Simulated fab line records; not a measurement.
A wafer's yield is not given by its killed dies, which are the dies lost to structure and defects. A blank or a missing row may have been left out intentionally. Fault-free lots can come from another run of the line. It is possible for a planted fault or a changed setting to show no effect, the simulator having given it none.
fab line records ; flow n5-finfet
[record] lots = 9; wafers = 25; last-day = 20
route steps=1938 shown DUMMY_GATE@235 SPACER0@259 BEOL_M4@1111 PASSIVATION@1936
lots with no fault: from the same line, run without faults
start-h: the number of hours between the record's first day and the start of the first shown wafer of the lot ; wait-h: hours elapsed since this lot's preceding step ; " same as the row above ; L1.1+2: a row that stands for several wafers ; - no value, or no start was given ; * or withheld: withheld ; < > ~ a bound
route shown NAME@n: names a module that has steps shown in the file, with the first one's number in the route ; usual: average and standard deviation across the fault-free wafers ; same: alike in all rows ; chamber/n: place in a boat ; sites: readings site by site ; _std_site: standard deviation across them ; _edge_site: mean of outer sites minus mean of inner sites ; radius-mm: how far each site lies from the wafer's centre ; mask NAME#n: copy n ; behind: the tool/chamber that last shaped the wafer ; hold: cause of the lot's hold/its duration in hours/its outcome ; device: which transistor (n, p or np) failed to switch ; end of line: at the end of the route, the tests of the same wafers ; where a step has no rows: the recipe by itself ; killed: the dies lost at the first sort to structure and to defects; this is not the yield of the wafer ; map: dies across one wafer; x = killed, . = not, _ = none there
set.NAME: the setting that was run; set.NAME@STEP: the one run at that earlier step ; model.NAME: the simulator's own value behind a step, which no gauge read
the route's steps for a sample of lots (tables are steps, rows are wafers)
services: the hour from which a tool's chamber was out of use, counted from the record's first day as start-h (under 0 if before that day), plus the number of hours and why
[[steps]]
[step N5_DUMMY_GATE_ETCH_29]
[recipe] chemistry = N2/H2; target = underlayer; target-depth-a = 130; ion-energy-ev = 200; pressure-mtorr = 30; source-w = 840; bias-w = 150; n2-flow-sccm = 200; h2-flow-sccm = 200
[usual] chamber-pressure-mTorr = 30.000/0.025; drypump-motor-current-A = 5.5/0.44; oes-product-au = 0.75/0.076; rf-vpp-V = 524.6/2.6; showerhead-plenum-p-Torr = 2.56/0.094; throttle-valve-pct = 17.74/0.15
lot.wafer;tool;chamber;start-h;wait-h;chamber-pressure-mTorr;drypump-motor-current-A;oes-product-au;rf-hours-counter-h;rf-vpp-V;showerhead-plenum-p-Torr;throttle-valve-pct
L183.2;rie-diel-03;1;46.87;0.0;29.983;6.4;0.70;223;522.6;2.50;17.69
L183.4;rie-diel-03;3;46.87;0.0;29.985;5.2;0.90;19;525.3;2.60;17.66
L183.6;rie-diel-03;0;46.87;0.0;29.999;5.1;0.77;-;526.5;2.63;17.71
L189.1;rie-diel-05;1;81.93;0.0;29.984;5.4;0.93;22;526.0;2.70;17.43
L189.2;rie-diel-05;2;81.93;0.0;29.966;5.6;0.69;218;519.3;2.40;17.83
L189.4;rie-diel-05;3;81.93;0.0;30.018;4.9;0.71;194;527.7;2.60;17.65
L191.3;rie-diel-05;1;95.87;0.0;30.041;5.4;0.92;25;527.8;2.70;17.42
L191.5;rie-diel-05;0;95.87;0.0;29.993;5.6;0.72;-;523.2;2.51;18.02
L191.6;rie-diel-05;1;95.87;0.0;30.007;5.4;0.93;-;528.3;2.70;17.44
L194.3;rie-diel-02;3;116.62;0.0;30.006;6.0;0.74;168;520.9;2.41;17.65
L194.4;rie-diel-02;0;116.62;0.0;29.991;5.0;0.70;214;525.5;2.62;17.66
L194.6;rie-diel-02;0;116.62;0.0;30.021;5.0;0.71;-;526.7;2.62;17.67
L195.2;rie-diel-05;0;124.52;0.0;30.004;5.6;0.71;234;523.2;2.51;18.06
L195.3;rie-diel-05;2;124.52;0.0;29.972;5.6;0.68;228;519.8;2.39;17.85
L195.5;rie-diel-05;1;124.52;0.0;29.969;5.4;0.91;-;528.7;2.70;17.45
L197.1;rie-diel-03;2;133.75;0.0;30.012;5.6;0.67;220;527.1;2.62;17.82
L197.3;rie-diel-03;1;133.75;0.0;29.995;6.4;0.69;244;523.2;2.49;17.71
L197.6;rie-diel-03;2;133.75;0.0;30.001;5.6;0.67;-;525.3;2.62;17.84
L201.3;rie-diel-03;0;155.01;0.0;29.993;5.1;0.74;190;525.7;2.62;17.76
L201.4;rie-diel-03;3;155.01;0.0;30.005;5.2;0.85;-;524.1;2.59;17.70
L205.1;rie-diel-02;3;177.91;0.0;29.963;6.0;0.73;187;521.3;2.40;17.69
L205.4;rie-diel-02;2;177.91;0.0;29.996;5.6;0.73;183;526.5;2.64;17.78
L206.1;rie-diel-02;3;188.75;0.0;30.020;6.0;0.72;190;520.6;2.40;17.71
L206.2;rie-diel-02;0;188.75;0.0;30.010;5.0;0.70;237;524.7;2.61;17.68
L206.4;rie-diel-02;2;188.75;0.0;30.002;5.6;0.72;187;526.1;2.63;17.78
[step N5_DUMMY_GATE_ETCH_37]
[recipe] chemistry = N2/H2; target = SOC; target-depth-a = 600; overetch-a = 300; temp-c = 40; ion-energy-ev = 200; pressure-mtorr = 30; source-w = 840; bias-w = 150; n2-flow-sccm = 200; h2-flow-sccm = 200
[usual] chamber-pressure-mTorr = 29.997/0.026; drypump-motor-current-A = 5.5/0.44; oes-product-au = 0.59/0.054; rf-vpp-V = 524.5/2.6; showerhead-plenum-p-Torr = 2.56/0.094; temp-c = 40.01/0.1; throttle-valve-pct = 17.67/0.15
lot.wafer;tool;chamber;start-h;wait-h;chamber-pressure-mTorr;drypump-motor-current-A;oes-product-au;rf-hours-counter-h;rf-vpp-V;showerhead-plenum-p-Torr;temp-c;throttle-valve-pct
L183.2;rie-diel-03;1;46.95;0.0;30.025;6.4;0.56;223;523.5;2.50;40.07;17.60
L183.4;rie-diel-03;3;46.95;0.0;29.987;5.2;0.71;19;525.8;2.60;39.95;17.60
L183.6;rie-diel-03;0;46.95;0.0;29.995;5.1;0.59;-;526.6;2.63;40.19;17.63
L189.1;rie-diel-05;1;82.01;0.0;30.028;5.4;0.71;22;527.8;2.70;40.08;17.36
L189.2;rie-diel-05;2;82.01;0.0;29.990;5.6;0.54;218;521.5;2.40;39.99;17.77
L189.4;rie-diel-05;3;82.01;0.0;29.984;5.0;0.57;194;526.5;2.60;40.10;17.59
L191.3;rie-diel-05;1;95.95;0.0;29.981;5.5;0.72;25;526.9;2.70;39.95;17.36
L191.5;rie-diel-05;0;95.95;0.0;29.977;5.5;0.57;-;521.9;2.51;40.04;17.96
L191.6;rie-diel-05;1;95.95;0.0;29.980;5.4;0.72;-;528.3;2.70;40.07;17.35
L194.3;rie-diel-02;3;116.70;0.0;30.037;6.0;0.60;168;520.3;2.41;40.09;17.58
L194.4;rie-diel-02;0;116.70;0.0;29.977;5.0;0.56;214;526.5;2.62;39.86;17.60
L194.6;rie-diel-02;0;116.70;0.0;30.043;5.0;0.56;-;528.3;2.62;39.70;17.58
L195.2;rie-diel-05;0;124.60;0.0;30.000;5.6;0.56;234;522.9;2.51;40.10;17.97
L195.3;rie-diel-05;2;124.60;0.0;29.972;5.6;0.53;228;519.9;2.39;39.90;17.78
L195.5;rie-diel-05;1;124.60;0.0;29.982;5.4;0.71;-;528.9;2.70;40.22;17.36
L197.1;rie-diel-03;2;133.83;0.0;30.031;5.7;0.55;220;525.4;2.62;39.78;17.76
L197.3;rie-diel-03;1;133.83;0.0;29.944;6.4;0.54;244;522.8;2.49;39.90;17.65
L197.6;rie-diel-03;2;133.83;0.0;29.999;5.6;0.55;-;525.4;2.62;39.82;17.76
L201.3;rie-diel-03;0;155.09;0.0;29.982;5.1;0.57;190;526.5;2.62;40.18;17.69
L201.4;rie-diel-03;3;155.09;0.0;30.006;5.2;0.67;-;523.7;2.59;40.07;17.64
L205.1;rie-diel-02;3;177.99;0.0;29.979;6.0;0.58;187;521.0;2.40;40.09;17.63
L205.4;rie-diel-02;2;177.99;0.0;29.996;5.6;0.58;183;526.2;2.64;40.05;17.73
L206.1;rie-diel-02;3;188.83;0.0;29.993;6.0;0.58;190;521.0;2.40;40.00;17.63
L206.2;rie-diel-02;0;188.83;0.0;30.031;5.0;0.55;237;524.9;2.61;40.02;17.65
L206.4;rie-diel-02;2;188.83;0.0;29.940;5.6;0.59;187;525.8;2.63;40.06;17.72
[step N5_DUMMY_GATE_ETCH_44]
[recipe] chemistry = HBr/O2; over-etch-frac = 0.7; target-depth-a = 1275; stop-on = SiO2; ion-energy-ev = 60; bias-w = 20; target = poly-Si; mask-material = SiO2; pressure-mtorr = 20; icp-w = 400; HBr_flow_sccm = 120; O2_flow_sccm = 10
[usual] O2_flow_sccm = 10.000/0.029; chamber-pressure-mTorr = 20.000/0.021; drypump-motor-current-A = 6.0/0.38; oes-product-au = 0.730/0.015; throttle-valve-pct = 18.56/0.28
lot.wafer;tool;chamber;start-h;wait-h;O2_flow_sccm;chamber-pressure-mTorr;drypump-motor-current-A;oes-product-au;rf-hours-counter-h;throttle-valve-pct
L183.2;rie-si-04;2;47.58;0.0;9.978;20.004;6.4;0.730;109;18.47
L183.4;rie-si-04;0;47.58;0.0;10.054;20.012;5.8;0.736;155;19.00
L183.6;rie-si-04;2;47.58;0.0;9.985;19.983;6.4;0.735;-;18.46
L189.1;rie-si-06;2;82.71;0.0;9.937;20.010;5.3;0.714;197;18.45
L189.2;rie-si-06;0;82.71;0.0;9.979;19.993;5.6;0.724;88;18.18
L189.4;rie-si-06;1;82.71;0.0;9.947;19.965;6.1;0.730;33;18.10
L191.3;rie-si-04;1;96.56;0.0;9.997;19.999;6.3;0.735;41;18.66
L191.5;rie-si-04;0;96.56;0.0;10.031;19.976;5.8;0.721;-;19.01
L191.6;rie-si-04;3;96.56;0.0;9.980;20.034;5.8;0.724;-;18.48
L194.3;rie-si-04;1;117.32;0.0;9.947;20.037;6.3;0.743;41;18.66
L194.4;rie-si-04;0;117.32;0.0;9.961;19.985;5.8;0.722;-;19.00
L194.6;rie-si-04;2;117.32;0.0;10.014;20.023;6.3;0.731;-;18.48
L195.2;rie-si-03;0;125.27;0.0;9.934;20.008;5.3;0.745;59;18.73
L195.3;rie-si-03;2;125.27;0.0;9.971;19.973;6.5;0.708;8;18.45
L195.5;rie-si-03;3;125.27;0.0;9.978;19.876;5.9;0.734;-;19.03
L197.1;rie-si-03;3;134.71;0.0;9.981;20.005;6.0;0.734;84;19.03
L197.3;rie-si-03;0;134.71;0.0;9.998;20.017;5.3;0.731;59;18.75
L197.6;rie-si-03;3;134.71;0.0;10.013;20.033;5.9;0.735;-;19.03
L201.3;rie-si-04;0;155.71;0.0;10.008;20.022;5.8;0.711;157;18.99
L201.4;rie-si-04;3;155.71;0.0;9.989;20.024;5.8;0.732;0;18.49
L205.1;rie-si-04;0;178.61;0.0;9.961;19.989;5.8;0.721;157;19.00
L205.4;rie-si-04;1;178.61;0.0;9.993;19.984;6.3;0.748;43;18.69
L206.1;rie-si-03;3;189.45;0.0;10.011;20.006;6.0;0.736;85;19.04
L206.2;rie-si-03;0;189.45;0.0;9.966;20.003;5.3;0.743;60;18.73
L206.4;rie-si-03;2;189.45;0.0;9.986;19.993;6.5;0.702;9;18.46
[step N5_SPACER0_ALD_00]
[recipe] material = SiOCN; target-thk-a = 35; temp-c = 400; ald-precursor-family = alkyl-aminosilane; ald-co-reactant = O2/N2-plasma; pulse-time-s = 3; purge-time-s = 2; co-reactant-purge-time-s = 2; ald-cycles = 58; pressure-torr = 2
[usual] ald-cycles = 58/0; heater-power-w = 822/56; precursor-pulse-height-rel = 0.999/0.018
[same] purge-time-s = 2
lot.wafer;tool;chamber;start-h;wait-h;ald-cycles;heater-power-w;precursor-pulse-height-rel
L183.2;ald-sin-04;0;48.49;0.1;58;890;0.999
L183.4;ald-sin-04;2;48.49;0.1;58;894;1.004
L183.6;ald-sin-04;1;48.49;0.1;58;752;0.983
L189.1;ald-sin-04;1;83.37;0.1;58;752;0.967
L189.2;ald-sin-04;2;83.37;0.1;58;928;0.976
L189.4;ald-sin-04;3;83.37;0.1;58;756;1.012
L191.3;ald-sin-01;0;97.72;0.1;58;803;0.985
L191.5;ald-sin-01;2;97.72;0.1;58;857;0.961
L191.6;ald-sin-01;1;97.72;0.1;58;860;0.978
L194.3;ald-sin-04;2;117.97;0.1;58;937;0.979
L194.4;ald-sin-04;1;117.97;0.1;58;758;1.026
L194.6;ald-sin-04;2;117.97;0.1;58;921;0.981
L195.2;ald-sin-02;0;125.93;0.1;58;763;1.023
L195.3;ald-sin-02;2;125.93;0.1;58;802;0.995
L195.5;ald-sin-02;2;125.93;0.1;58;819;1.010
L197.1;ald-sin-02;1;135.32;0.1;58;791;0.984
L197.3;ald-sin-02;0;135.32;0.1;58;771;1.002
L197.6;ald-sin-02;0;135.32;0.1;58;721;0.976
L201.3;ald-sin-02;2;156.44;0.1;58;819;1.022
L201.4;ald-sin-02;0;156.44;0.1;64;730;1.029
L205.1;ald-sin-02;1;180.08;0.1;58;806;1.020
L205.4;ald-sin-02;0;180.08;0.1;64;755;0.961
L206.1;ald-sin-02;1;190.04;0.1;58;780;0.964
L206.2;ald-sin-02;3;190.04;0.1;58;828;1.030
L206.4;ald-sin-02;0;190.04;0.1;64;759;1.010
[step N5_BEOL_M4_RC_MEAS_101]
[usual] DIBL_N = 36.0/1.9; DIBL_P = 35.6/2.2; IOFF_N = 0.15/0.031; IOFF_P = 0.19/0.032; ION_N = 668/11; ION_P = 455/7.2; SS_N = 71.5/0.65; SS_P = 73.4/0.64; VT_N = 251/3.6; VT_P = -253/3.3
lot.wafer;tool;chamber;start-h;wait-h;DIBL_N[mV/V];DIBL_P[mV/V];IOFF_N[nA/um];IOFF_P[nA/um];ION_N[uA/um];ION_P[uA/um];SS_N[mV/dec];SS_P[mV/dec];VT_N[mV];VT_P[mV]
L183.2;prober-01;0;190.18;0.2;36.4;35.6;0.15;0.21;671;461;70.7;73.6;249;-249
L183.4;prober-01;0;190.18;0.2;35.7;34.2;0.14;0.19;664;460;70.1;73.3;251;-251
L183.6;prober-01;0;190.18;0.2;37.5;36.3;0.17;0.22;675;457;71.0;73.7;250;-250
L189.1;prober-01;0;241.22;0.0;37.8;38.5;0.18;0.21;682;457;72.4;73.8;249;-252
L189.2;prober-01;0;241.22;0.0;38.2;39.4;0.19;0.23;678;459;72.5;73.5;249;-253
L189.4;prober-01;0;241.22;0.0;36.1;37.7;0.16;0.21;677;466;71.5;73.6;248;-252
L191.3;prober-02;0;248.01;0.3;34.0;33.2;0.12;0.19;650;452;71.2;72.7;255;-251
L191.5;prober-02;0;248.01;0.3;34.2;32.6;0.12;0.17;660;453;71.1;72.7;257;-255
L191.6;prober-02;0;248.01;0.3;32.9;32.8;0.11;0.17;665;458;71.4;72.7;254;-254
L194.3;prober-02;0;292.35;0.3;33.7;31.6;0.12;0.15;657;449;70.3;73.2;254;-255
L194.4;prober-02;0;292.35;0.3;33.0;31.3;0.12;0.15;653;451;70.8;72.9;254;-258
L194.6;prober-02;0;292.35;0.3;34.4;33.1;0.13;0.17;658;456;70.9;73.0;253;-253
L195.2;prober-01;0;295.37;0.2;38.7;37.3;0.17;0.22;674;461;71.9;74.7;250;-250
L195.3;prober-01;0;295.37;0.2;37.5;35.6;0.15;0.19;672;454;72.2;73.6;251;-251
L195.5;prober-01;0;295.37;0.2;37.1;35.4;0.15;0.18;659;446;71.0;73.3;256;-255
L197.1;prober-02;0;297.91;0.0;38.4;38.4;0.19;0.22;677;462;70.7;74.3;246;-246
L197.3;prober-02;0;297.91;0.0;37.1;36.7;0.15;0.20;670;460;71.2;72.8;252;-250
L197.6;prober-02;0;297.91;0.0;35.3;34.2;0.12;0.16;670;461;70.6;72.8;252;-255
L201.3;prober-02;0;313.97;0.3;39.8;39.7;0.22;0.24;700;467;71.8;74.1;248;-250
L201.4;prober-02;0;313.97;0.3;36.9;37.0;0.15;0.20;659;453;72.2;74.3;251;-255
L205.1;prober-02;0;333.71;0.0;33.1;33.5;0.11;0.13;662;444;70.6;72.9;259;-262
L205.4;prober-02;0;333.71;0.0;32.7;35.5;0.12;0.14;651;439;71.5;74.0;255;-263
L206.1;prober-01;0;361.52;0.0;34.9;33.6;0.13;0.17;671;460;71.2;73.1;250;-252
L206.2;prober-01;0;361.52;0.0;34.3;33.6;0.12;0.18;653;451;70.9;73.2;254;-253
L206.4;prober-01;0;361.52;0.0;35.1;35.2;0.13;0.20;668;459;71.0;74.3;251;-250
[step N5_PASSIVATION_PROBE_49]
[usual] defect-limited-yield = 91.3/1.4; killed_at_M0_to_M3 = 34/10; killed_at_M4_up = 14/5.5; killed-at-contacts = 12/6; killed-at-front-end = 40/10; killed-at-other = 3.0/2.4; killed-dies = 103/17; killed-open = 68/13; killed-short = 34/7.8; sort_bin_5_function = 5.1/0.97; sort_bin_6_memory = 3.3/0.66; sort_bin_8_speed = 0.02/0.12; sort-n-pass = 1077/17; sort-yield-pct = 91.2/1.4
[same] gross-dies = 1180; killed-at-back-side = 0; sort_bin_4_leakage[%] = 0
lot.wafer;tool;chamber;start-h;wait-h;defect-limited-yield[%];killed_at_M0_to_M3;killed_at_M4_up;killed-at-contacts;killed-at-front-end;killed-at-other;killed-dies;killed-open;killed-short;sort_bin_5_function[%];sort_bin_6_memory[%];sort_bin_8_speed[%];sort-n-pass;sort-yield-pct[%]
L205.4;prober-01;-;454.44;0.2;90.3;29;28;1;51;5;114;65;47;5.4;3.8;0.17;1064;90.2
// killed by level:class
L205.4 STI_FIN_REVEAL:geometric-particle:open=17 BEOL_M4:geometric-particle:open=12 GATE_CUT:geometric-particle:short=7 BEOL_M2:geometric-particle:open=7 FIN_SAQP:geometric-particle:short=6 STI_FIN_REVEAL:geometric-particle:short=5 BEOL_M0_SAQP:geometric-particle:short=5 BEOL_M0:geometric-particle:short=5
[[services]]
tool;chamber;start-h;hours;kind
ald-sin-04;2;25.63;4.1;repair
ald-sin-01;-;27.66;9.9;repair
ald-sin-02;3;45.56;8.4;repair
ald-sin-02;-;50.14;2.8;pm
rie-diel-05;3;52.46;7.1;repair
ald-sin-04;0;57.58;2.9;repair
ald-sin-02;1;61.32;5.3;repair
rie-diel-05;-;66.04;5.2;repair
ald-sin-01;-;85.13;2.8;pm
ald-sin-04;-;85.25;14.0;pm
rie-diel-03;-;107.77;2.8;pm
rie-diel-02;1;125.47;2.9;repair
rie-si-03;1;129.82;11.1;repair
rie-si-03;-;131.25;1.3;repair
rie-si-04;-;134.08;0.9;repair
rie-diel-05;-;154.02;2.8;pm
rie-diel-02;1;154.53;9.8;repair
rie-si-03;3;155.78;5.0;repair
ald-sin-02;-;157.48;6.1;pm
ald-sin-04;2;168.95;1.8;repair
rie-si-06;-;170.33;2.8;pm
rie-diel-05;3;171.94;12.6;repair
rie-diel-05;0;184.97;-;clean
rie-si-04;0;188.29;3.0;repair
[[key]]
[first-sign] step = N5_SPACER0_ALD_00; reading = ald-cycles; direction = up; sigmas = 99+; usual = *; struck = *
effect none on later readings
met-at N5_SPACER0_ALD_00
struck-lots L201,L205,L206
struck-wafers L201.4,L205.4,L206.4
not-acting-at N5_DUMMY_GATE_ETCH_29,N5_DUMMY_GATE_ETCH_37,N5_DUMMY_GATE_ETCH_44
onset-between 135.32 156.44
[fault] kind = process-parameter-drift; tool = ald-sin-02; chamber = -; onset-h = 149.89; steps = N5_SPACER0_ALD_00; channel = ald-cycles; offset = *; shape = step; end-h = 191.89; scope = struck-wafers-only; acts-in = *; stated = *
